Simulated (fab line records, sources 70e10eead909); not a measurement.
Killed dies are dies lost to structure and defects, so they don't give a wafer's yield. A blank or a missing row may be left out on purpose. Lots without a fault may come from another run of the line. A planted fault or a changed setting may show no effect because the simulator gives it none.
One fault seen from 3 desks | flow nand_harc | each desk has only its own numbers; what lay behind them comes last

THE METROLOGY DESK
What the gauges read, lot by lot, whatever tool the lot ran on: means of the sampled wafers that have a number. A lot is out of limits, marked OUT, if its mean lies more than 4 standard deviations from the usual mean; the brackets give that distance.
Columns: A = cd_nm at NHARC_P_GATE_CD_MEAS_26, usual 120.2 nm; B = overlay_x_nm at NHARC_P_GATE_OVL_MEAS_27, usual 0.0 nm; C = overlay_y_nm at NHARC_P_GATE_OVL_MEAS_27, usual 0.0 nm
lot  | first seen here | A     | B    | C
L838 | day 7 17:55     | 119.9 | -0.4 | -0.4
L847 | day 11 11:59    | 120.4 | -0.3 | -0.9
L848 | day 11 21:41    | 120.0 | 0.8  | -0.7
L853 | day 13 22:17    | 120.1 | 0.8  | 0.1
L854 | day 14 03:07    | 120.2 | -0.1 | -0.0
L855 | day 14 17:40    | 120.8 | 0.9  | 0.3
This desk's finding: nothing out of limits on any of the 6 lots.

THE DEFECT DESK
What the inspections along the route counted, lot by lot: means of the sampled wafers that have a number. A lot is out of limits, marked OUT, if its mean lies more than 4 standard deviations from the usual mean; the brackets give that distance.
Columns: A = raw_defect_count at NHARC_P_GATE_INSPECT_28, usual 6.2
lot  | first seen here | A
L838 | day 7 18:02     | 8.3
L847 | day 11 12:07    | 7.0
L848 | day 11 21:48    | 7.3
L853 | day 13 22:25    | 9.3
L854 | day 14 03:14    | 5.0
L855 | day 14 17:48    | 6.7
This desk's finding: nothing out of limits on any of the 6 lots.

THE TOOL OWNER'S DESK: rie_diel-06
The tool's own readings at NHARC_P_GATE_ETCH_104 (etches the open film in CF4/CHF3, target depth 60 nm): means of the sampled wafers that have a number, for each lot that ran on this tool. A lot is out of limits, marked OUT, if its mean lies more than 4 standard deviations from the usual mean; the brackets give that distance.
Columns: A = drypump_motor_current_A at NHARC_P_GATE_ETCH_104, usual 5.8 A; B = oes_product_au at NHARC_P_GATE_ETCH_104, usual 0.948 a.u.; C = rf_fwd_power_W at NHARC_P_GATE_ETCH_104, usual 491.7 W; D = rf_vpp_V at NHARC_P_GATE_ETCH_104, usual 369.9 V; E = showerhead_plenum_p_Torr at NHARC_P_GATE_ETCH_104, usual 1.55 Torr; F = throttle_valve_pct at NHARC_P_GATE_ETCH_104, usual 16.802 %
lot  | first seen here | A   | B                | C               | D     | E    | F
L838 | day 7 18:11     | 5.8 | 0.978            | 492.2           | 371.2 | 1.57 | 16.802
L847 | day 11 12:16    | 6.1 | 0.723 (-9.4) OUT | 293.3 (-73) OUT | 370.0 | 1.55 | 16.808
L848 | day 11 21:56    | 5.9 | 0.707 (-10) OUT  | 294.4 (-73) OUT | 369.8 | 1.55 | 16.810
L855 | day 14 17:58    | 5.8 | 0.966            | 491.8           | 369.3 | 1.56 | 16.799
This desk's finding: out of limits on L847, L848; first on L847, day 11 12:16 (oes_product_au at NHARC_P_GATE_ETCH_104). In limits: L838, L855.

PUT TOGETHER
The tool owner's desk could have raised an alarm at day 11 12:16, on L847, L848.
The metrology desk saw nothing out of limits.
The defect desk saw nothing out of limits.
The metrology desk has L847, L848 on record, within its limits.
The defect desk has L847, L848 on record, within its limits.
Of the lots named, all ran NHARC_P_GATE_ETCH_104 on rie_diel-06.

WHAT THE SIMULATOR HAD PUT IN
Process parameter drift: rie_diel-06, from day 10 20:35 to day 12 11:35, at NHARC_P_GATE_ETCH_104. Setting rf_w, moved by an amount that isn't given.
Lots struck among those shown: L847, L848.
Hours from the fault's start to each desk's first reading out of limits: the tool owner's desk, 16.
